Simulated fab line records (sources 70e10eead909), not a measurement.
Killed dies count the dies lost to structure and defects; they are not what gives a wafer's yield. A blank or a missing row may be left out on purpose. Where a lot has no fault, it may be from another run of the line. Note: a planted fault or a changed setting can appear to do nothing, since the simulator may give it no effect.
fab line records / flow nand-harc
record: lots: 14 wafers: 42 last-day: 33
route steps=1302 shown A_ZERO_WELL@401 A_ONON_D1@433
lots that met no fault: taken from a fault-free run of the same line
start-h: hours from the record's opening day to when the first of the lot's shown wafers began / wait-h: hours elapsed since this lot's preceding step / " unchanged from the row above / L1.1+2: a row that stands for several wafers / - either no value or no given start / * or withheld: withheld / < > ~ a bound
route shown NAME@n: NAME is a module with steps in the file, n the number in the route of the first one / usual: mean/standard deviation of fault-free wafers / same: alike in all rows / chamber/n: place in a boat / sites: the reading at each site / _std_site: standard deviation across them / _edge_site: outer sites' mean less inner sites' / radius-mm: for every site, how far away it sits from the centre of the wafer / mask NAME#n: copy n / behind: the tool/chamber that last shaped the wafer / hold: what put the lot on hold/how long, in hours/how the hold closed / device: the transistor (n, p or np) that didn't switch / end of line: tests run on the same wafers once the route is complete / a step with no rows: only its recipe / killed: count of dies lost to structure and defects at first sort (not the wafer's yield) / map: a wafer's dies, x killed, . not, _ none there
set.NAME: the setting as run; set.NAME@STEP: as run at that earlier step / model.NAME: the simulator's own value behind a step, which no gauge read
one table for each step of the route and one row for each wafer, over a sample of lots
services: from which hour (start-h, from the record's first day; less than 0 if before it) a tool's chamber was out of use, for how many hours, and why
== steps ==
step: NHARC_A_ZERO_WELL_CD_MEAS_10
recipe: target-cd-nm: 2000 landing-energy-ev: 500
usual: cd-nm: 2000.4/1.7
lot.wafer=L893.3 tool=cd-sem-01 chamber=0 start-h=140.66 wait-h=- cd-nm=2003.3
lot.wafer=L893.4 tool=cd-sem-01 chamber=0 start-h=140.66 wait-h=- cd-nm=2004.6
lot.wafer=L893.5 tool=cd-sem-01 chamber=0 start-h=140.66 wait-h=- cd-nm=2004.0
lot.wafer=L894.1 tool=cd-sem-01 chamber=0 start-h=153.88 wait-h=- cd-nm=2003.4
lot.wafer=L894.3 tool=cd-sem-01 chamber=0 start-h=153.88 wait-h=- cd-nm=2004.1
lot.wafer=L894.5 tool=cd-sem-01 chamber=0 start-h=153.88 wait-h=- cd-nm=2005.8
lot.wafer=L895.1 tool=cd-sem-03 chamber=0 start-h=154.04 wait-h=- cd-nm=2001.2
lot.wafer=L895.4 tool=cd-sem-03 chamber=0 start-h=154.04 wait-h=- cd-nm=1999.2
lot.wafer=L895.5 tool=cd-sem-03 chamber=0 start-h=154.04 wait-h=- cd-nm=1999.1
lot.wafer=L897.1 tool=cd-sem-01 chamber=0 start-h=170.40 wait-h=- cd-nm=1999.6
lot.wafer=L897.2 tool=cd-sem-01 chamber=0 start-h=170.40 wait-h=- cd-nm=2000.1
lot.wafer=L897.5 tool=cd-sem-01 chamber=0 start-h=170.40 wait-h=- cd-nm=2000.1
lot.wafer=L898.1 tool=cd-sem-03 chamber=0 start-h=182.95 wait-h=- cd-nm=1999.9
lot.wafer=L898.3 tool=cd-sem-03 chamber=0 start-h=182.95 wait-h=- cd-nm=1997.6
lot.wafer=L898.5 tool=cd-sem-03 chamber=0 start-h=182.95 wait-h=- cd-nm=2002.0
lot.wafer=L899.4 tool=cd-sem-02 chamber=0 start-h=197.15 wait-h=- cd-nm=1998.8
lot.wafer=L899.5 tool=cd-sem-02 chamber=0 start-h=197.15 wait-h=- cd-nm=1997.9
lot.wafer=L899.6 tool=cd-sem-02 chamber=0 start-h=197.15 wait-h=- cd-nm=1999.5
lot.wafer=L904.4 tool=cd-sem-03 chamber=0 start-h=243.79 wait-h=- cd-nm=1999.8
lot.wafer=L904.5 tool=cd-sem-03 chamber=0 start-h=243.79 wait-h=- cd-nm=2001.8
lot.wafer=L904.6 tool=cd-sem-03 chamber=0 start-h=243.79 wait-h=- cd-nm=2000.8
lot.wafer=L906.1 tool=cd-sem-02 chamber=0 start-h=265.60 wait-h=- cd-nm=2001.2
lot.wafer=L906.2 tool=cd-sem-02 chamber=0 start-h=265.60 wait-h=- cd-nm=2000.2
lot.wafer=L906.6 tool=cd-sem-02 chamber=0 start-h=265.60 wait-h=- cd-nm=1998.0
lot.wafer=L909.1 tool=cd-sem-01 chamber=0 start-h=297.68 wait-h=- cd-nm=1998.3
lot.wafer=L909.2 tool=cd-sem-01 chamber=0 start-h=297.68 wait-h=- cd-nm=1998.1
lot.wafer=L909.3 tool=cd-sem-01 chamber=0 start-h=297.68 wait-h=- cd-nm=1998.8
lot.wafer=L911.1 tool=cd-sem-01 chamber=0 start-h=313.77 wait-h=- cd-nm=1998.8
lot.wafer=L911.2 tool=cd-sem-01 chamber=0 start-h=313.77 wait-h=- cd-nm=2001.0
lot.wafer=L911.4 tool=cd-sem-01 chamber=0 start-h=313.77 wait-h=- cd-nm=1999.9
lot.wafer=L912.4 tool=cd-sem-01 chamber=0 start-h=330.52 wait-h=- cd-nm=1999.5
lot.wafer=L912.5 tool=cd-sem-01 chamber=0 start-h=330.52 wait-h=- cd-nm=2002.7
lot.wafer=L912.6 tool=cd-sem-01 chamber=0 start-h=330.52 wait-h=- cd-nm=1998.9
lot.wafer=L913.2 tool=cd-sem-03 chamber=0 start-h=341.96 wait-h=- cd-nm=2002.3
lot.wafer=L913.5 tool=cd-sem-03 chamber=0 start-h=341.96 wait-h=- cd-nm=2002.9
lot.wafer=L913.6 tool=cd-sem-03 chamber=0 start-h=341.96 wait-h=- cd-nm=2000.9
lot.wafer=L915.1 tool=cd-sem-03 chamber=0 start-h=358.94 wait-h=- cd-nm=1999.9
lot.wafer=L915.2 tool=cd-sem-03 chamber=0 start-h=358.94 wait-h=- cd-nm=1999.6
lot.wafer=L915.5 tool=cd-sem-03 chamber=0 start-h=358.94 wait-h=- cd-nm=1999.3
lot.wafer=L916.1 tool=cd-sem-02 chamber=0 start-h=370.10 wait-h=- cd-nm=2000.9
lot.wafer=L916.3 tool=cd-sem-02 chamber=0 start-h=370.10 wait-h=- cd-nm=2000.8
lot.wafer=L916.4 tool=cd-sem-02 chamber=0 start-h=370.10 wait-h=- cd-nm=2000.0
step: NHARC_A_ZERO_WELL_INSPECT_17
usual: raw-defect-count: 10/5.7
lot.wafer=L893.3 tool=defect-inspect-01 chamber=- start-h=142.19 wait-h=0.1 raw-defect-count=11
lot.wafer=L893.4 tool=defect-inspect-01 chamber=- start-h=142.19 wait-h=0.1 raw-defect-count=5
lot.wafer=L893.5 tool=defect-inspect-01 chamber=- start-h=142.19 wait-h=0.1 raw-defect-count=0
lot.wafer=L894.1 tool=defect-inspect-02 chamber=- start-h=155.63 wait-h=0.2 raw-defect-count=8
lot.wafer=L894.3 tool=defect-inspect-02 chamber=- start-h=155.63 wait-h=0.2 raw-defect-count=6
lot.wafer=L894.5 tool=defect-inspect-02 chamber=- start-h=155.63 wait-h=0.2 raw-defect-count=20
lot.wafer=L895.1 tool=defect-inspect-02 chamber=- start-h=155.85 wait-h=0.2 raw-defect-count=4
lot.wafer=L895.4 tool=defect-inspect-02 chamber=- start-h=155.85 wait-h=0.2 raw-defect-count=14
lot.wafer=L895.5 tool=defect-inspect-02 chamber=- start-h=155.85 wait-h=0.2 raw-defect-count=11
lot.wafer=L897.1 tool=defect-inspect-01 chamber=- start-h=171.87 wait-h=0.2 raw-defect-count=7
lot.wafer=L897.2 tool=defect-inspect-01 chamber=- start-h=171.87 wait-h=0.2 raw-defect-count=7
lot.wafer=L897.5 tool=defect-inspect-01 chamber=- start-h=171.87 wait-h=0.2 raw-defect-count=10
lot.wafer=L898.1 tool=defect-inspect-01 chamber=- start-h=184.42 wait-h=0.2 raw-defect-count=4
lot.wafer=L898.3 tool=defect-inspect-01 chamber=- start-h=184.42 wait-h=0.2 raw-defect-count=7
lot.wafer=L898.5 tool=defect-inspect-01 chamber=- start-h=184.42 wait-h=0.2 raw-defect-count=6
lot.wafer=L899.4 tool=defect-inspect-02 chamber=- start-h=198.66 wait-h=0.1 raw-defect-count=2
lot.wafer=L899.5 tool=defect-inspect-02 chamber=- start-h=198.66 wait-h=0.1 raw-defect-count=11
lot.wafer=L899.6 tool=defect-inspect-02 chamber=- start-h=198.66 wait-h=0.1 raw-defect-count=7
lot.wafer=L904.4 tool=defect-inspect-01 chamber=- start-h=245.28 wait-h=0.1 raw-defect-count=6
lot.wafer=L904.5 tool=defect-inspect-01 chamber=- start-h=245.28 wait-h=0.1 raw-defect-count=6
lot.wafer=L904.6 tool=defect-inspect-01 chamber=- start-h=245.28 wait-h=0.1 raw-defect-count=9
lot.wafer=L906.1 tool=defect-inspect-02 chamber=- start-h=267.06 wait-h=0.2 raw-defect-count=9
lot.wafer=L906.2 tool=defect-inspect-02 chamber=- start-h=267.06 wait-h=0.2 raw-defect-count=9
lot.wafer=L906.6 tool=defect-inspect-02 chamber=- start-h=267.06 wait-h=0.2 raw-defect-count=9
lot.wafer=L909.1 tool=defect-inspect-01 chamber=- start-h=299.14 wait-h=0.2 raw-defect-count=4
lot.wafer=L909.2 tool=defect-inspect-01 chamber=- start-h=299.14 wait-h=0.2 raw-defect-count=7
lot.wafer=L909.3 tool=defect-inspect-01 chamber=- start-h=299.14 wait-h=0.2 raw-defect-count=7
lot.wafer=L911.1 tool=defect-inspect-01 chamber=- start-h=315.29 wait-h=0.2 raw-defect-count=12
lot.wafer=L911.2 tool=defect-inspect-01 chamber=- start-h=315.29 wait-h=0.2 raw-defect-count=16
lot.wafer=L911.4 tool=defect-inspect-01 chamber=- start-h=315.29 wait-h=0.2 raw-defect-count=12
lot.wafer=L912.4 tool=defect-inspect-01 chamber=- start-h=331.97 wait-h=0.1 raw-defect-count=3
lot.wafer=L912.5 tool=defect-inspect-01 chamber=- start-h=331.97 wait-h=0.1 raw-defect-count=13
lot.wafer=L912.6 tool=defect-inspect-01 chamber=- start-h=331.97 wait-h=0.1 raw-defect-count=6
lot.wafer=L913.2 tool=defect-inspect-01 chamber=- start-h=343.41 wait-h=0.1 raw-defect-count=3
lot.wafer=L913.5 tool=defect-inspect-01 chamber=- start-h=343.41 wait-h=0.1 raw-defect-count=9
lot.wafer=L913.6 tool=defect-inspect-01 chamber=- start-h=343.41 wait-h=0.1 raw-defect-count=6
lot.wafer=L915.1 tool=defect-inspect-02 chamber=- start-h=360.40 wait-h=0.2 raw-defect-count=8
lot.wafer=L915.2 tool=defect-inspect-02 chamber=- start-h=360.40 wait-h=0.2 raw-defect-count=11
lot.wafer=L915.5 tool=defect-inspect-02 chamber=- start-h=360.40 wait-h=0.2 raw-defect-count=13
lot.wafer=L916.1 tool=defect-inspect-01 chamber=- start-h=371.60 wait-h=0.2 raw-defect-count=16
lot.wafer=L916.3 tool=defect-inspect-01 chamber=- start-h=371.60 wait-h=0.2 raw-defect-count=13
lot.wafer=L916.4 tool=defect-inspect-01 chamber=- start-h=371.60 wait-h=0.2 raw-defect-count=6
step: NHARC_A_ONON_D1_THK_MEAS_14
recipe: thk-meas-gauge: ellipsometry
usual: thk-nm: 1002/10
lot.wafer=L893.3 tool=film-metro-02 chamber=- start-h=164.51 wait-h=- thk-nm=993
lot.wafer=L893.4 tool=film-metro-02 chamber=- start-h=164.51 wait-h=- thk-nm=992
lot.wafer=L893.5 tool=film-metro-02 chamber=- start-h=164.51 wait-h=- thk-nm=991
lot.wafer=L895.1 tool=film-metro-01 chamber=- start-h=178.65 wait-h=- thk-nm=1007
lot.wafer=L895.4 tool=film-metro-01 chamber=- start-h=178.65 wait-h=- thk-nm=1007
lot.wafer=L895.5 tool=film-metro-01 chamber=- start-h=178.65 wait-h=- thk-nm=1009
lot.wafer=L894.1 tool=film-metro-02 chamber=- start-h=178.66 wait-h=- thk-nm=1009
lot.wafer=L894.3 tool=film-metro-02 chamber=- start-h=178.66 wait-h=- thk-nm=1007
lot.wafer=L894.5 tool=film-metro-02 chamber=- start-h=178.66 wait-h=- thk-nm=1008
lot.wafer=L897.1 tool=film-metro-01 chamber=- start-h=194.05 wait-h=- thk-nm=990
lot.wafer=L897.2 tool=film-metro-01 chamber=- start-h=194.05 wait-h=- thk-nm=990
lot.wafer=L897.5 tool=film-metro-01 chamber=- start-h=194.05 wait-h=- thk-nm=990
lot.wafer=L898.1 tool=film-metro-01 chamber=- start-h=210.71 wait-h=- thk-nm=990
lot.wafer=L898.3 tool=film-metro-01 chamber=- start-h=210.71 wait-h=- thk-nm=988
lot.wafer=L898.5 tool=film-metro-01 chamber=- start-h=210.71 wait-h=- thk-nm=990
lot.wafer=L899.4 tool=film-metro-01 chamber=- start-h=223.34 wait-h=- thk-nm=992
lot.wafer=L899.5 tool=film-metro-01 chamber=- start-h=223.34 wait-h=- thk-nm=991
lot.wafer=L899.6 tool=film-metro-01 chamber=- start-h=223.34 wait-h=- thk-nm=990
lot.wafer=L904.4 tool=film-metro-02 chamber=- start-h=269.83 wait-h=- thk-nm=1009
lot.wafer=L904.5 tool=film-metro-02 chamber=- start-h=269.83 wait-h=- thk-nm=1009
lot.wafer=L904.6 tool=film-metro-02 chamber=- start-h=269.83 wait-h=- thk-nm=1009
lot.wafer=L906.1 tool=film-metro-01 chamber=- start-h=289.33 wait-h=- thk-nm=1004
lot.wafer=L906.2 tool=film-metro-01 chamber=- start-h=289.33 wait-h=- thk-nm=1006
lot.wafer=L906.6 tool=film-metro-01 chamber=- start-h=289.33 wait-h=- thk-nm=1005
lot.wafer=L909.1 tool=film-metro-01 chamber=- start-h=323.50 wait-h=- thk-nm=999
lot.wafer=L909.2 tool=film-metro-01 chamber=- start-h=323.50 wait-h=- thk-nm=999
lot.wafer=L909.3 tool=film-metro-01 chamber=- start-h=323.50 wait-h=- thk-nm=1000
lot.wafer=L911.1 tool=film-metro-02 chamber=- start-h=337.53 wait-h=- thk-nm=1005
lot.wafer=L911.2 tool=film-metro-02 chamber=- start-h=337.53 wait-h=- thk-nm=1005
lot.wafer=L911.4 tool=film-metro-02 chamber=- start-h=337.53 wait-h=- thk-nm=1005
lot.wafer=L912.4 tool=film-metro-01 chamber=- start-h=356.77 wait-h=- thk-nm=988
lot.wafer=L912.5 tool=film-metro-01 chamber=- start-h=356.77 wait-h=- thk-nm=987
lot.wafer=L912.6 tool=film-metro-01 chamber=- start-h=356.77 wait-h=- thk-nm=987
lot.wafer=L913.2 tool=film-metro-01 chamber=- start-h=366.85 wait-h=- thk-nm=993
lot.wafer=L913.5 tool=film-metro-01 chamber=- start-h=366.85 wait-h=- thk-nm=991
lot.wafer=L913.6 tool=film-metro-01 chamber=- start-h=366.85 wait-h=- thk-nm=992
lot.wafer=L915.1 tool=film-metro-02 chamber=- start-h=390.97 wait-h=- thk-nm=990
lot.wafer=L915.2 tool=film-metro-02 chamber=- start-h=390.97 wait-h=- thk-nm=993
lot.wafer=L915.5 tool=film-metro-02 chamber=- start-h=390.97 wait-h=- thk-nm=993
lot.wafer=L916.1 tool=film-metro-02 chamber=- start-h=394.91 wait-h=- thk-nm=1016
lot.wafer=L916.3 tool=film-metro-02 chamber=- start-h=394.91 wait-h=- thk-nm=1016
lot.wafer=L916.4 tool=film-metro-02 chamber=- start-h=394.91 wait-h=- thk-nm=1016
step: NHARC_A_ONON_D1_DEP_25
recipe: target-thk-a: 10000 n2-flow-sccm: 2750 n2o-flow-sccm: 2000 nh3-flow-sccm: 500 sih4-flow-sccm: 210 temp-c: 400
lot.wafer=L893.3+4+5 tool=pecvd-onon-01 chamber=0 start-h=173.59 wait-h=0.2
lot.wafer=L894.1+3+5 tool=pecvd-onon-03 chamber=0 start-h=188.23 wait-h=0.1
lot.wafer=L895.1+4+5 tool=pecvd-onon-01 chamber=0 start-h=188.25 wait-h=0.1
lot.wafer=L897.1+2+5 tool=pecvd-onon-03 chamber=0 start-h=202.84 wait-h=0.1
lot.wafer=L898.1+3+5 tool=pecvd-onon-01 chamber=0 start-h=221.55 wait-h=0.1
lot.wafer=L899.4+5+6 tool=pecvd-onon-04 chamber=0 start-h=232.75 wait-h=0.2
lot.wafer=L904.4+5+6 tool=pecvd-onon-03 chamber=0 start-h=281.17 wait-h=0.2
lot.wafer=L906.1+2+6 tool=pecvd-onon-03 chamber=0 start-h=299.15 wait-h=0.1
lot.wafer=L909.1+2+3 tool=pecvd-onon-01 chamber=0 start-h=333.19 wait-h=0.1
lot.wafer=L911.1+2+4 tool=pecvd-onon-04 chamber=0 start-h=350.27 wait-h=0.1
lot.wafer=L912.4+5+6 tool=pecvd-onon-01 chamber=0 start-h=367.59 wait-h=0.2
lot.wafer=L913.2+5+6 tool=pecvd-onon-03 chamber=0 start-h=379.37 wait-h=0.1
lot.wafer=L916.1+3+4 tool=pecvd-onon-03 chamber=0 start-h=403.31 wait-h=0.1
lot.wafer=L915.1+2+5 tool=pecvd-onon-01 chamber=0 start-h=403.31 wait-h=0.1
step: NHARC_A_ONON_D1_THK_MEAS_27
recipe: thk-meas-gauge: ellipsometry
usual: thk-nm: 996/8.2
lot.wafer=L893.3 tool=film-metro-01 chamber=- start-h=173.98 wait-h=- hold=- thk-nm=996
lot.wafer=L893.4 tool=film-metro-01 chamber=- start-h=173.98 wait-h=- hold=- thk-nm=996
lot.wafer=L893.5 tool=film-metro-01 chamber=- start-h=173.98 wait-h=- hold=- thk-nm=995
lot.wafer=L894.1 tool=film-metro-01 chamber=- start-h=188.74 wait-h=- hold=- thk-nm=992
lot.wafer=L894.3 tool=film-metro-01 chamber=- start-h=188.74 wait-h=- hold=- thk-nm=992
lot.wafer=L894.5 tool=film-metro-01 chamber=- start-h=188.74 wait-h=- hold=- thk-nm=992
lot.wafer=L895.1 tool=film-metro-02 chamber=- start-h=188.77 wait-h=- hold=- thk-nm=1008
lot.wafer=L895.4 tool=film-metro-02 chamber=- start-h=188.77 wait-h=- hold=- thk-nm=1007
lot.wafer=L895.5 tool=film-metro-02 chamber=- start-h=188.77 wait-h=- hold=- thk-nm=1006
lot.wafer=L897.1 tool=film-metro-01 chamber=- start-h=203.37 wait-h=- hold=- thk-nm=991
lot.wafer=L897.2 tool=film-metro-01 chamber=- start-h=203.37 wait-h=- hold=- thk-nm=991
lot.wafer=L897.5 tool=film-metro-01 chamber=- start-h=203.37 wait-h=- hold=- thk-nm=992
lot.wafer=L898.1 tool=film-metro-01 chamber=- start-h=222.06 wait-h=- hold=- thk-nm=986
lot.wafer=L898.3 tool=film-metro-01 chamber=- start-h=222.06 wait-h=- hold=- thk-nm=984
lot.wafer=L898.5 tool=film-metro-01 chamber=- start-h=222.06 wait-h=- hold=- thk-nm=984
lot.wafer=L899.4 tool=film-metro-02 chamber=- start-h=233.09 wait-h=- hold=- thk-nm=995
lot.wafer=L899.5 tool=film-metro-02 chamber=- start-h=233.09 wait-h=- hold=- thk-nm=995
lot.wafer=L899.6 tool=film-metro-02 chamber=- start-h=233.09 wait-h=- hold=- thk-nm=996
lot.wafer=L904.4 tool=film-metro-02 chamber=- start-h=281.50 wait-h=- hold=await-dispo/0.2h/release thk-nm=768
lot.wafer=L904.5 tool=film-metro-02 chamber=- start-h=281.50 wait-h=- hold=await-dispo/0.2h/release thk-nm=981
lot.wafer=L904.6 tool=film-metro-02 chamber=- start-h=281.50 wait-h=- hold=await-dispo/0.2h/release thk-nm=767
lot.wafer=L904.4 tool=film-metro-02 chamber=- start-h=281.68 wait-h=0.2 hold=- thk-nm=767
lot.wafer=L904.5 tool=film-metro-02 chamber=- start-h=281.68 wait-h=0.2 hold=- thk-nm=980
lot.wafer=L904.6 tool=film-metro-02 chamber=- start-h=281.68 wait-h=0.2 hold=- thk-nm=768
lot.wafer=L906.1 tool=film-metro-01 chamber=- start-h=299.66 wait-h=- hold=await-dispo/0.2h/release thk-nm=996
lot.wafer=L906.2 tool=film-metro-01 chamber=- start-h=299.66 wait-h=- hold=await-dispo/0.2h/release thk-nm=783
lot.wafer=L906.6 tool=film-metro-01 chamber=- start-h=299.66 wait-h=- hold=await-dispo/0.2h/release thk-nm=783
lot.wafer=L906.1 tool=film-metro-01 chamber=- start-h=299.83 wait-h=0.2 hold=- thk-nm=995
lot.wafer=L906.2 tool=film-metro-01 chamber=- start-h=299.83 wait-h=0.2 hold=- thk-nm=782
lot.wafer=L906.6 tool=film-metro-01 chamber=- start-h=299.83 wait-h=0.2 hold=- thk-nm=783
lot.wafer=L909.1 tool=film-metro-02 chamber=- start-h=333.70 wait-h=- hold=- thk-nm=1010
lot.wafer=L909.2 tool=film-metro-02 chamber=- start-h=333.70 wait-h=- hold=- thk-nm=1008
lot.wafer=L909.3 tool=film-metro-02 chamber=- start-h=333.70 wait-h=- hold=- thk-nm=1008
lot.wafer=L911.1 tool=film-metro-01 chamber=- start-h=350.79 wait-h=- hold=- thk-nm=989
lot.wafer=L911.2 tool=film-metro-01 chamber=- start-h=350.79 wait-h=- hold=- thk-nm=990
lot.wafer=L911.4 tool=film-metro-01 chamber=- start-h=350.79 wait-h=- hold=- thk-nm=990
lot.wafer=L912.4 tool=film-metro-02 chamber=- start-h=367.92 wait-h=- hold=- thk-nm=982
lot.wafer=L912.5 tool=film-metro-02 chamber=- start-h=367.92 wait-h=- hold=- thk-nm=982
lot.wafer=L912.6 tool=film-metro-02 chamber=- start-h=367.92 wait-h=- hold=- thk-nm=981
lot.wafer=L913.2 tool=film-metro-01 chamber=- start-h=379.82 wait-h=- hold=- thk-nm=1000
lot.wafer=L913.5 tool=film-metro-01 chamber=- start-h=379.82 wait-h=- hold=- thk-nm=998
lot.wafer=L913.6 tool=film-metro-01 chamber=- start-h=379.82 wait-h=- hold=- thk-nm=999
lot.wafer=L916.1 tool=film-metro-01 chamber=- start-h=403.82 wait-h=- hold=- thk-nm=1002
lot.wafer=L916.3 tool=film-metro-01 chamber=- start-h=403.82 wait-h=- hold=- thk-nm=1002
lot.wafer=L916.4 tool=film-metro-01 chamber=- start-h=403.82 wait-h=- hold=- thk-nm=1001
lot.wafer=L915.1 tool=film-metro-02 chamber=- start-h=403.82 wait-h=- hold=- thk-nm=999
lot.wafer=L915.2 tool=film-metro-02 chamber=- start-h=403.82 wait-h=- hold=- thk-nm=1000
lot.wafer=L915.5 tool=film-metro-02 chamber=- start-h=403.82 wait-h=- hold=- thk-nm=1000
== services ==
tool=pecvd-onon-03 chamber=- start-h=227.00 hours=13.0 kind=pm
tool=pecvd-onon-01 chamber=- start-h=269.67 hours=13.0 kind=pm
tool=pecvd-onon-04 chamber=- start-h=311.00 hours=13.0 kind=pm
== key ==
first-sign: step: NHARC_A_ONON_D1_THK_MEAS_27 reading: visit direction: added
effect: step: NHARC_A_ONON_D1_THK_MEAS_27 reading: thk-nm direction: down sigmas: 27 usual: 996 struck: 775
met-at NHARC_A_ONON_D1_DEP_25
struck-lots L904,L906
struck-wafers L904.4,L904.6,L906.2,L906.6
tester-left-out L904,L906
not-acting-at NHARC_A_ZERO_WELL_CD_MEAS_10,NHARC_A_ZERO_WELL_INSPECT_17,NHARC_A_ONON_D1_THK_MEAS_14
onset-between 202.84 281.17
fault: kind: process-parameter-drift tool: pecvd-onon-03 chamber: - onset-h: 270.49 steps: NHARC_A_ONON_D1_DEP_25 channel: target-thk-a offset: * shape: step end-h: 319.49 scope: struck-wafers-only acts-in: * stated: *
tester-left-out: of these lots the tester's yield and bins aren't shown, on N5 and GAA mostly nor the transistor test; their killed dies are dies lost to structure and defects alone, not to doping, threshold or leakage, so they don't give the yield
